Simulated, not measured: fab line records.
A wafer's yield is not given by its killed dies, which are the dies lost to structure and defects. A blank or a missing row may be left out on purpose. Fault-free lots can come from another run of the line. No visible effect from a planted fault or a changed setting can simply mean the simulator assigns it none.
Problem report in the 8D (eight disciplines) form, filled by code || flow nandHarc || the parts of the form that need people (team, actions taken, sign-off) are left out

1. THE PROBLEM
cdNm at NHARC_P_M1_CD_MEAS_09 reads a mean of 135.9 nm on 6 wafers of 2 lots; wafers without a fault read 130.0 nm with a standard deviation of 0.59. Measured from the usual mean, that is +10 standard deviations.
The step: target cd 130 nm.
Seen first at day 11 14:36 on cdSem-02, wafer L409.2. At this step, 36 wafers from 12 lots have a number in the record. The rule behind "out" and "out of limits": a value lying over 4 standard deviations away from the usual mean. The other wafers with a number count as sound.

2. WHAT IT IS, WHAT IT ISN'T
{"question": "which readings at this step", "is": "cdNm", "is not": "-"}
{"question": "which lots", "is": "L409, L411", "is not": "L397, L398, L401, L402, L404, L405, L410, L417, L418, L419"}
{"question": "which wafers of those lots", "is": "all that have a number", "is not": "-"}
{"question": "read on which gauges", "is": "cdSem-01, cdSem-02", "is not": "cdSem-03"}
{"question": "when", "is": "from day 11 14:36", "is not": "up to then (18 sound wafers); but 12 sound wafers of L410, L417, L418, L419 came after"}

3. THE SUSPECTS, EACH WITH WHAT RULES IT OUT
Counting: any tool at a process step up to the reading is kept as a suspect provided that every lot that is out went through it and no sound lot did after the first of them.
- the gauge at NHARC_P_M1_CD_MEAS_09: ruled out. The wafers that are out were read on 2 gauges (cdSem-01, cdSem-02).
- rtpAnneal-01 at NHARC_P_M0_ANNEAL_30 (time 90 s): ruled out as a lasting fault. After its first lot that is out, L409 (day 11 12:26), sound lots L417 ran on it.
- lithoTrack-01 at NHARC_P_M1_PEB_07 (peb time 65 s): ruled out as a lasting fault. After its first lot that is out, L409 (day 11 14:31), sound lots L419 ran on it.
Left after counting: nothing in the record.

4. THE CAUSE (what the simulator had put in)
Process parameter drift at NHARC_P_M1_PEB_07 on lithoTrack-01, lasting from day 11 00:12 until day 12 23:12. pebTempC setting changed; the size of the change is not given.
It was ruled out by counting, in error; the rule expects a fault to strike all lots run on its tool from its start on, and this fault did not.

5. THE CHAIN OF EFFECTS, in route order
One row per reading whose mean, taken over the struck wafers that have a number, lies over 3 standard deviations from the usual. Only readings for which the record gives a usual standard deviation are gone through. hours: the time from each lot's start at the first step in this table that gives one to its start at this step, as a median over the lots. sigmas: the change in usual standard deviations.
{"hours": 0, "step": "NHARC_P_M1_PEB_07", "reading": "heaterPowerTotalW", "usual": "156.5 W", "on struck wafers": 160.2, "change": "+3.8", "sigmas": "+8.7"}
{"hours": 0, "step": "NHARC_P_M1_PEB_07", "reading": "plateTempC", "usual": "99.98 C", "on struck wafers": 101.66, "change": "+1.68", "sigmas": "+14"}
{"hours": 0, "step": "NHARC_P_M1_CD_MEAS_09", "reading": "cdNm", "usual": "130.0 nm", "on struck wafers": 135.9, "change": "+5.9", "sigmas": "+10"}
Process steps it contains:
- NHARC_P_M1_PEB_07: peb time 65 s.

6. WHAT WOULD HAVE CAUGHT IT SOONER
Counted from the fault's start at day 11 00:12, it took 14 hours until the first out-of-limits reading at a measuring or inspecting step in this record, taken at day 11 14:36.
At NHARC_P_M1_PEB_07, the tool's own readings (heaterPowerTotalW, plateTempC) were out on each struck wafer the step has a row for, so an alarm limit on them would have fired on the first such wafer.
